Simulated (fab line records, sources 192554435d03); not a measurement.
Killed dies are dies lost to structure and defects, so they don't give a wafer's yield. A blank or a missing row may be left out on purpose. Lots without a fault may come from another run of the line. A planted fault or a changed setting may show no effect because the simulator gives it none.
Chamber matching | flow n5_finfet | N5_BEOL_M2_ETCH_74 on rie_diel-02: 4 sister chambers
The step etches underlayer in N2/H2, target depth 6.5 nm, time 5.2 s. 7 wafers are shown with their chamber, then 8 later ones without.

WAFERS WITH THEIR CHAMBER
wafer  | chamber | showerhead_plenum_p_Torr (Torr) | drypump_motor_current_A (A)
L074.2 | 2       | 2.49                            | 5.8
L087.1 | 0       | 2.33                            | 6.3
L087.5 | 1       | 2.64                            | 5.4
L090.1 | 0       | 2.33                            | 6.4
L090.2 | 3       | 2.46                            | 6.0
L090.6 | 3       | 2.45                            | 6.0
L091.1 | 1       | 2.64                            | 5.4

WAFERS WITHOUT THEIR CHAMBER
wafer  | showerhead_plenum_p_Torr (Torr) | drypump_motor_current_A (A)
L091.3 | 2.48                            | 5.8
L091.5 | 2.48                            | 5.8
L092.1 | 2.64                            | 5.4
L092.2 | 2.48                            | 5.8
L092.6 | 2.48                            | 5.8
L093.1 | 2.64                            | 5.4
L093.4 | 2.45                            | 5.9
L093.5 | 2.64                            | 5.4

WHICH CHAMBER EACH WENT THROUGH
wafer  | from the rows above | in truth
L091.3 | 2                   | 2
L091.5 | 2                   | 2
L092.1 | 1                   | 1
L092.2 | 2                   | 2
L092.6 | 2                   | 2
L093.1 | 1                   | 1
L093.4 | 3                   | 3
L093.5 | 1                   | 1
Placed correctly: 8 of 8. Can't be placed from these rows: 0. Placed wrongly: 0.
How it was worked out, from the rows above alone: a wafer's distance from a chamber is the root of the sum, over the readings, of the square of ((its reading less the chamber's mean) divided by the reading's scatter). The wafer belongs to the nearest chamber; if the next one is less than 2 further off, it can't be placed. A chamber's mean is the mean of its shown wafers. The scatter: the root of (the sum of the squares of (reading less its chamber's mean) over the shown wafers, divided by (wafers less chambers)).
